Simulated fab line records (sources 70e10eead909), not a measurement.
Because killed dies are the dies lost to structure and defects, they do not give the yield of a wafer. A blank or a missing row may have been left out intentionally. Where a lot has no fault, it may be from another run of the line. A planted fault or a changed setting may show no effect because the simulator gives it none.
Chamber matching	flow nandHarc	aldHk-04 running NHARC_A_CHANNEL_FILL_D1_ALD_16: 4 sister chambers
The step deposits SiO2, target thk 1.5 nm, pulse time 10 s, ald cycles 15. 22 wafers are shown with their chamber, then 11 later ones without.

## WAFERS, EACH WITH ITS CHAMBER
wafer	chamber	heaterPowerW (W)	precursorPulseHeightRel
L076.1	1	403	0.982
L076.2	0	432	0.964
L076.5	1	398	0.978
L080.3	1	400	1.004
L080.4	3	478	1.000
L080.5	3	484	0.991
L082.1	0	426	1.001
L082.4	3	474	0.990
L082.6	3	468	0.982
L082.2	1	400	0.988
L082.3	2	546	0.979
L082.5	0	447	0.993
L086.1	3	484	0.990
L086.3	1	399	0.990
L086.6	3	468	1.019
L089.1	2	550	0.982
L089.2	1	402	1.026
L089.5	2	547	1.020
L090.2	1	402	1.030
L090.3	3	472	1.007
L090.4	0	430	1.000
L091.1	2	548	1.008

SIGNATURES, as means of the wafers listed above
reading	chamber 0	chamber 1	chamber 2	chamber 3	scatter within a chamber
heaterPowerW	433.75	400.57	547.75	475.43	5.57
precursorPulseHeightRel	0.98950	0.99971	0.99725	0.99700	0.0178
Rule: for each reading, subtract the chamber's mean from the wafer's reading, divide by that reading's scatter and square the result; add these up over the readings and take the root, which gives the wafer's distance from the chamber. The wafer belongs to the nearest chamber; if the next one is less than 2 further off, it can't be placed. The scatter is the square root of a quotient: the sum, over the shown wafers, of each reading's squared deviation from its chamber's mean, divided by wafers minus chambers.

## WAFERS MISSING THEIR CHAMBER
wafer	heaterPowerW (W)	precursorPulseHeightRel
L091.2	436	1.011
L091.6	552	1.016
L092.1	438	1.014
L092.3	401	0.978
L092.5	402	0.969
L095.2	399	1.010
L095.4	429	0.990
L095.5	549	1.046
L097.3	406	0.996
L097.4	567	1.020
L097.6	389	1.000

## WHICH CHAMBER EACH ONE RAN IN
wafer	from the rows above	in truth
L091.2	0	0
L091.6	2	2
L092.1	0	0
L092.3	1	1
L092.5	1	1
L095.2	1	1
L095.4	0	0
L095.5	2	2
L097.3	1	1
L097.4	2	2
L097.6	1	1
11 of 11 placed correctly. From these rows, 0 cannot be placed. Wrongly placed: 0.
